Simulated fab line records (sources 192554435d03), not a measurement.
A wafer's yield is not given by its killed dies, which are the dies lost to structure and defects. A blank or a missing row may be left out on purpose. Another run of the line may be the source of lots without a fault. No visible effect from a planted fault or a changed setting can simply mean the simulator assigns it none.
A struck lot beside a sound one	flow n5 finfet	23 steps out of a route of 1938
Sound: wafers L810.1, L810.3, L810.4. Struck: wafers L829.2, L829.3, L829.6. The cause comes at the end.
Each step with rows lists, per side, the tool, then ch with its chambers, then its first start. Under that, the readings that differ: sound wafers	struck wafers	difference of the means	sigmas: that difference in standard deviations of wafers without a fault.
alike: readings whose means differ by less than 2 such deviations, and words and numbers that are the same on both sides. not compared: withheld readings, readings that some wafer has no value for, bounds like >300 that may hide the same value, and numbers for which the record gives no deviation and whose values overlap.
A row with sigmas, a row that says differs or no value, or rows on one side alone: a step with any of these is where the two part. Non-overlapping numbers with no deviation appear without sigmas and do not part them. A reading missing from all wafers of one side parts the sides only when that side holds two or more wafers.

first, 9 steps without rows for these wafers: N5_BEOL_M8_ILD_DEP_00 (deposits SiCOH lowk from DEMS/porogen, target thk 179.75 nm, time 33.4 s); N5_BEOL_M8_CURE_74 (cures SiCOH lowk, time 240 s); N5_BEOL_M8_PECVD_70 (deposits SiO2 from TEOS/O2, target thk 20 nm, time 22.7 s); N5_BEOL_M8_HM_DEP_02 (deposits TiN, target thk 20 nm); N5_BEOL_M8_COAT_59 (time 60 s, resist thk 100 nm); N5_BEOL_M8_COAT_60 (time 60 s, resist thk 35 nm); N5_BEOL_M8_COAT_05 (resist thk 90 nm); N5_BEOL_M8_EBR_07; N5_BEOL_M8_SOFTBAKE_06 (time 60 s).
N5_BEOL_M8_EXPOSE_08: exposes mask M8.
  sound on arfi scanner-01 ch 0, day 9 07:11; struck on arfi scanner-02 ch 0, day 14 01:02
reading	sound	struck	difference	sigmas
exposure dose mJ cm2	68.25 68.22 68.18	70.70 70.77 70.65	+2.49	+36
stage vel mm s (mm/s)	499.84 500.07 500.25	499.25 499.58 499.33	-0.67	-3
  alike: mask
then, 2 steps without rows for these wafers: N5_BEOL_M8_PEB_09 (peb time 60 s); N5_BEOL_M8_DEVELOP_10 (develop time 30 s).
N5_BEOL_M8_CD_MEAS_11 targets a cd of 38.5 nm.
  sound on cd sem-01 ch 0, day 9 07:19; struck on cd sem-01 ch 0, day 14 01:10
reading	sound	struck	difference	sigmas
cd nm (nm)	38.8 38.8 38.3	40.1 39.8 40.5	+1.5	+4
then, 1 step without rows for these wafers: N5_BEOL_M8_DESCUM_16 (chemistry O2, time 7.9 s).
N5_BEOL_M8_ETCH_61: etches SiARC in CF4, target depth 45.5 nm, time 75.8 s.
  sound on rie diel-06 ch 0,1,3, day 9 08:35; struck on rie diel-06 ch 1,2, day 14 01:21
reading	sound	struck	difference	sigmas
model.BEOL_M8.cd offset nm (nm)	0.2 0 -0.4	1.6 1.2 1.8	+1.6	
  alike: chamber pressure mTorr, drypump motor current A, etch rf on time s, oes product au, rf fwd power W, rf vpp V, showerhead plenum p Torr, throttle valve pct
  not compared: rf hours counter h
then, 3 steps without rows for these wafers: N5_BEOL_M8_ETCH_62 (etches SOC in N2/H2, target depth 110 nm, overetch 22 nm, time 165 s); N5_BEOL_M8_STRIP_68 (strips in N2/H2); N5_BEOL_M8_STRIP_67 (strips in CF4).
N5_BEOL_M8_HM_OPEN_17: chemistry Cl2/BCl3, target TiN, target depth 20 nm, overetch 6 nm.
  sound on rie metal-02 ch 0,1, day 9 08:49; struck on rie metal-03 ch 0,1, day 14 01:36
reading	sound	struck	difference	sigmas
rf fwd power W (W)	1000 999 991	983 988 988	-10	-3
model.BEOL_M8.cd offset nm (nm)	0.4 0 -0.6	1.6 1.2 2	+1.7	
  alike: chamber pressure mTorr, drypump motor current A, mfc cl2 sccm, oes product au, throttle valve pct
  not compared: rf hours counter h
then, 1 step without rows for these wafers: N5_BEOL_M8_STRIP_19 (strips in O2).
N5_BEOL_M8_CD_MEAS_18: pitch 80 nm, target cd 40 nm.
  sound on cd sem-01, day 9 09:27; struck on cd sem-02, day 14 01:47
reading	sound	struck	difference	sigmas
cd nm (nm)	40.4 39.8 39.6	41.4 41.6 42.1	+1.8	+4
then, 1 step without rows for these wafers: N5_BEOL_M8_COAT_63 (time 60 s, resist thk 60 nm).
-- the record jumps here: 3 days lie between the struck wafers' starts before and after (it left off in module BEOL_M8 and takes up again in module PASSIVATION, whose first step shown is number 1936 of the route) --
N5_PASSIVATION_PROBE_49:
  sound on prober-02, day 12 10:52; struck on prober-02, day 17 05:33
reading	sound	struck	difference	sigmas
defect limited yield (%)	91.1 92.1 91.3	88.6 88.3 89.6	-2.7	-2
killed dies	105 93 103	135 138 123	+32	+2
killed short	26 24 27	50 43 40	+19	+3
sort_bin_6_memory (%)	2.7 2.8 2.9	4.1 4.7 3.9	+1.4	+2
sort_bin_8_speed (%)	0 0 0	0 0 0.08	+0	+4
sort n pass	1075 1087 1077	1045 1042 1056	-32	-2
sort yield pct (%)	91.1 92.1 91.3	88.6 88.3 89.5	-2.7	-2
  alike: killed_at_M0_to_M3, killed_at_M4_up, killed at contacts, killed at front end, killed at other, killed on rim, killed open, sort_bin_5_function

## WHERE THEY PART
Earliest at N5_BEOL_M8_EXPOSE_08; latest, in this record, at N5_PASSIVATION_PROBE_49.

WHY: the cause the simulator had injected
Process parameters drifting: arfi scanner-02 at N5_BEOL_M8_EXPOSE_08, beginning at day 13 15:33. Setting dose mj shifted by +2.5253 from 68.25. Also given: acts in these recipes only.
